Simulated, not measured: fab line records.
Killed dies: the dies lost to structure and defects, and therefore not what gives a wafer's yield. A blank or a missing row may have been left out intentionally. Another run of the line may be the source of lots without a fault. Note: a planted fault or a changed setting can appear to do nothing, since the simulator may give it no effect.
Comparing a struck lot with a sound one | flow n5Finfet | 15 steps out of a route of 1938
Sound: these wafers, L155.2, L155.4, L155.6. Struck: wafer L160.1 (left out: L160.2, L160.5 of the same lot, which were not struck); the cause appears at the end.
Per side, at each step with rows, come the tool, then ch with its chambers, and then its first start. Under that, the readings that differ: sound wafers | struck wafers | difference of the means | sigmas: that difference in standard deviations of wafers without a fault.
alike: words and numbers the same on both sides, and readings whose means are apart by under 2 such deviations; not compared: readings that were withheld, readings missing a value for some wafer, numbers with overlapping values and no deviation given by the record, and bounds like >300 which may hide the same value.
Wherever a step has rows on one side only, a row that says differs or no value, or a row with sigmas, the two part there. When numbers do not overlap yet have no deviation, they are printed without sigmas and do not part them. A reading that every wafer of one side lacks parts them only if that side has two wafers or more.

N5_BEOL_M11_CURE_72: cures SiCOH lowk, time 120 s.
  sound on uvCure-02 ch 2, day 11 11:09; struck on uvCure-01 ch 2, day 13 02:32
  alike: lampPowerPct, wafer_temp_C_max
N5_BEOL_M11_DEGAS_44: time 60 s.
  sound on pvdSputter-02 at day 11 11:36; struck on pvdSputter-03 at day 13 02:52
  alike: heaterPowerW
N5_BEOL_M11_PRE_CLEAN_45: time 30 s.
  sound on pvdSputter-02 at day 11 11:38; struck on pvdSputter-03 at day 13 02:54
  alike: heaterPowerW
N5_BEOL_M11_ALD_74: deposits TaN, target thk 2 nm, pulse time 2 s, purge time 3 s.
  sound on aldMetal-03 ch 0,2,3, day 11 11:45; struck on aldMetal-02 ch 1, day 13 02:58
  alike: heaterPowerW
  not compared: sinceWetCleanH
then, 5 steps without rows for these wafers: N5_BEOL_M11_SURFACE_TREAT_76; N5_BEOL_M11_CVD_75 (deposits Co from CCTBA/H2, target thk 2 nm, time 138.9 s); N5_BEOL_M11_SPUTTER_48 (material Cu, target thk 12 nm, time 2 s); N5_BEOL_M11_ECD_50 (material Cu, target thk 318 nm); N5_BEOL_M11_ANNEAL_51 (time 90 s).
N5_BEOL_M11_CMP_52: polishes, stops on SiCOH lowk, t overpolish 7 s, target thk 140 nm.
  sound on cmp-01 ch 1,2,3, day 11 14:41; struck on cmp-02 ch 2, day 13 04:08
reading                   | sound          | struck | difference | sigmas
barrierFieldEndpointS (s) | 29.7 29.3 29.8 | 27.6   | -2.0       | -3
  alike: clearingPlatenDownForcePsi, motorCurrentA, overpolishRunS, slurryFilterDpKPa, timeToEndpointS
N5_BEOL_M11_THK_MEAS_53: measures by xrf.
  sound on filmMetro-02 at day 11 14:59; struck on filmMetro-02 at day 13 04:26
  alike: M11_THK
then, 1 step without rows for these wafers: N5_BEOL_M11_PRE_CLEAN_55 (time 15 s).
N5_BEOL_M11_DEP_56: deposits SiCN from 3MS/NH3, target thk 30 nm, time 10.5 s.
  sound on pecvd-02 ch 1,2, day 11 15:02; struck on pecvd-04 ch 1, day 13 04:29
reading                                  | sound        | struck | difference | sigmas
model.SiCN_of_BEOL_M11_DEP_56.thkNm (nm) | 30 30.4 30.6 | 27.2   | -3.1       | 
  alike: showerheadPlenumPTorr, throttleValvePct
  not compared: sinceWetCleanH
N5_BEOL_M11_RS_MEAS_57: the measuring method here is four-point-probe.
  sound on filmMetro-02 at day 11 15:07; struck on filmMetro-01 at day 13 04:34
  alike: M11_RS
then, 1 step without rows for these wafers: N5_PASSIVATION_PROBE_49.

== WHERE THEY PART ==
At N5_BEOL_M11_CMP_52 and nowhere else, as far as this record goes. Later steps at which nothing parts them and some readings are alike: N5_BEOL_M11_THK_MEAS_53, N5_BEOL_M11_DEP_56, N5_BEOL_M11_RS_MEAS_57.

WHY: what the simulator had put in
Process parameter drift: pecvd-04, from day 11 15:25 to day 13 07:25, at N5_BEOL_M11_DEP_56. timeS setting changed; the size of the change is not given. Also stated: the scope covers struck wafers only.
